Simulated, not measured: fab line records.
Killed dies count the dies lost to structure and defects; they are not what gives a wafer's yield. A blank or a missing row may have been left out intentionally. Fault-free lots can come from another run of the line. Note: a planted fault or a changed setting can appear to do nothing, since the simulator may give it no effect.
3 desks looking at one fault | flow n5Finfet | what lay behind the numbers comes last; until then each desk has only its own

== THE DEFECT DESK ==
Inspection counts along the route, by lot: the mean over sampled wafers that carry a number. If a lot's mean is further than 4 standard deviations from the usual mean, the lot is out of limits and carries the mark OUT (the distance appears in the brackets).
Columns: A = rawDefectCount at N5_PASSIVATION_INSPECT_61, usual 1.8; B = rawDefectCount at N5_PASSIVATION_INSPECT_64, usual 1.8
lot  | first seen here | A   | B
L942 | day 12 22:41    | 1.7 | 1.3
L941 | day 12 22:51    | 2.7 | 2.7
L953 | day 17 13:31    | 2.0 | 2.0
L954 | day 17 19:34    | 1.7 | 2.0
L963 | day 19 12:39    | 1.3 | 0.7
L964 | day 20 12:17    | 2.0 | 2.7
This desk's verdict: no lot among the 6 shows anything out of limits.

== THE METROLOGY DESK ==
Lot by lot, what the gauges showed, no matter which tool ran the lot: averages of those sampled wafers that carry a number. If a lot's mean is further than 4 standard deviations from the usual mean, the lot is out of limits and carries the mark OUT (the distance appears in the brackets).
Columns: A = TV_OVL at N5_PASSIVATION_OVL_MEAS_60, usual 2 nm; B = cdNm at N5_PASSIVATION_CD_MEAS_30, usual 4000.6 nm; C = PAD_OVL at N5_PASSIVATION_OVL_MEAS_63, usual -1 nm; D = cdNm at N5_PASSIVATION_CD_MEAS_44, usual 40000 nm
lot  | first seen here | A  | B      | C   | D
L942 | day 12 22:40    | 8  | 3998.8 | -11 | 39998
L941 | day 12 22:50    | 1  | 4000.5 | -6  | 40004
L953 | day 17 13:30    | -7 | 4002.7 | -6  | 39999
L954 | day 17 19:32    | -1 | 4001.1 | -2  | 40001
L963 | day 19 12:38    | -0 | 3999.1 | -17 | 40002
L964 | day 20 12:16    | 1  | 4001.1 | -6  | 39999
This desk's verdict: no lot among the 6 shows anything out of limits.

== FOR THE TOOL OWNER'S DESK: pvdSputter-01 ==
The tool's own readings at N5_PASSIVATION_AL_DEP_21 (deposits Al, target thk 2800 nm, time 170 s): means of the sampled wafers that have a number, for each lot that ran on this tool. If a lot's mean is further than 4 standard deviations from the usual mean, the lot is out of limits and carries the mark OUT (the distance appears in the brackets).
Columns: A = chamberPressurePa at N5_PASSIVATION_AL_DEP_21, usual 0.3999 Pa; B = throttleValvePct at N5_PASSIVATION_AL_DEP_21, usual 29.8 %
lot  | first seen here | A      | B
L941 | day 13 00:14    | 0.3999 | 29.2
L953 | day 17 14:57    | 0.3998 | 30.8
L954 | day 17 20:41    | 0.3995 | 30.4
This desk's verdict: no lot among the 3 shows anything out of limits.

== PUT TOGETHER ==
Nothing the defect desk looked at was out of limits.
Metrology desk: nothing out of limits seen.
Nothing out of limits was seen by the tool owner's desk.

== WHAT WAS PUT IN BY THE SIMULATOR ==
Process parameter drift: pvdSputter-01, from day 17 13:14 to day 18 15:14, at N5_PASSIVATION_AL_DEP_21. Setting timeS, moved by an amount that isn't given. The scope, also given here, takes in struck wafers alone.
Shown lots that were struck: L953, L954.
